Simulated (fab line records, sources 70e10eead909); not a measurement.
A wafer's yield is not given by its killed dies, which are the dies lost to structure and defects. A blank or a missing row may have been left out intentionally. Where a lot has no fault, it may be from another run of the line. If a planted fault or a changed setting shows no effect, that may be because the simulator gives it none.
Which tool is to blame?	flow nand harc	route of 1159 steps, sampled at 1 step: 12 lots, 36 wafers

## WHAT THE GAUGES READ, wafer by wafer
NHARC_A_SLIT_CD_MEAS_09: the cd target is 300 nm.
lot	measured	on	cd nm (nm)
L075	day 15 01:22	cd sem-03	300.2 299.6 299.8
L076	day 15 05:15	cd sem-03	300.2 300.6 299.9
L078	day 15 12:14	cd sem-02	299.4 299.9 299.0
L081	day 15 20:22	cd sem-01	299.5 299.9 300.2
L082	day 16 09:36	cd sem-02	300.3 299.5 300.1
L084	day 17 02:47	cd sem-01	299.8 299.4 299.3
L087	day 17 11:55	cd sem-02	299.2 299.7 299.4
L089	day 17 22:42	cd sem-01	300.7 300.1 300.4
L092	day 18 13:41	cd sem-01	299.2 300.0 300.3
L093	day 18 15:42	cd sem-01	299.6 299.6 299.4
L094	day 19 09:02	cd sem-01	299.6 299.8 299.3
L096	day 19 23:23	cd sem-02	300.5 300.5 300.5

## WHICH TOOL RAN EACH LOT (tool, then ch and the chambers of the sampled wafers, then the start)
There is no process step in the record ahead of these readings.

## THE ANSWER, worked out from the rows above alone
Rule: the usual values come from the lots themselves. The widest of any qualifying gaps counts: lots, ordered by their means at a reading, are off when they make up no more than a third of the lots, leave a main group of 4 or more, and stand apart from it by 3 or more times the standard deviation of that group's means. A main group whose means are all the same, to the digits that the tables above print for the reading, isn't used. A lot without any number at a reading at which 4 lots or more have one is off too. Where the step has rows for the other lots, those lots are counted as sound.
Nothing can be told from this: no lot is off at any reading shown.

## WHAT WAS PUT IN BY THE SIMULATOR
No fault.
